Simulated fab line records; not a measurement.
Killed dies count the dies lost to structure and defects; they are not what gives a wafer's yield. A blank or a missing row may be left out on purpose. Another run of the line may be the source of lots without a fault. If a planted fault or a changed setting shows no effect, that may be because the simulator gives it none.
Matching of chambers :: flow nand harc :: 3 sister chambers for NHARC_A_STAIRCASE_DEP_417 on pecvd-01
The step deposits Si3N4, target thk 60 nm. 6 wafers are shown with their chamber, then 8 later ones without.

## WAFERS PAIRED WITH THEIR CHAMBERS
wafer: L074.5
chamber: 2
heater power w (W): 738

wafer: L084.2
chamber: 0
heater power w (W): 716

wafer: L083.4
chamber: 0
heater power w (W): 791

wafer: L083.5
chamber: 2
heater power w (W): 782

wafer: L083.6
chamber: 1
heater power w (W): 530

wafer: L091.1
chamber: 1
heater power w (W): 494

## WAFERS WITHOUT THEIR CHAMBER
wafer: L091.2
heater power w (W): 813

wafer: L091.5
heater power w (W): 810

wafer: L093.1
heater power w (W): 522

wafer: L093.3
heater power w (W): 800

wafer: L093.5
heater power w (W): 531

wafer: L093.2
heater power w (W): 788

wafer: L093.4
heater power w (W): 807

wafer: L093.6
heater power w (W): 822

## WHICH CHAMBER EACH WENT THROUGH
wafer: L091.2
from the rows above: can't be placed: 2 or 0
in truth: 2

wafer: L091.5
from the rows above: can't be placed: 2 or 0
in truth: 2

wafer: L093.1
from the rows above: 1
in truth: 1

wafer: L093.3
from the rows above: can't be placed: 2 or 0
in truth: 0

wafer: L093.5
from the rows above: 1
in truth: 1

wafer: L093.2
from the rows above: can't be placed: 2 or 0
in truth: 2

wafer: L093.4
from the rows above: can't be placed: 2 or 0
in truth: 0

wafer: L093.6
from the rows above: can't be placed: 2 or 0
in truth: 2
2 of 8 placed correctly. From these rows, 6 cannot be placed; in 6 the true chamber is one of the candidates. Placed wrongly: 0.
How it was worked out, from the rows above alone: a wafer's distance from a chamber is the root of the sum, over the readings, of the square of ((its reading less the chamber's mean) divided by the reading's scatter). If the next closest chamber is less than 2 further off than the closest, the wafer can't be placed; otherwise it belongs to the closest. A chamber's mean is the mean of its shown wafers. How the scatter is found: for the shown wafers, subtract from each reading the mean of its chamber, square and add these, divide the total by (wafers less chambers), then take the root.
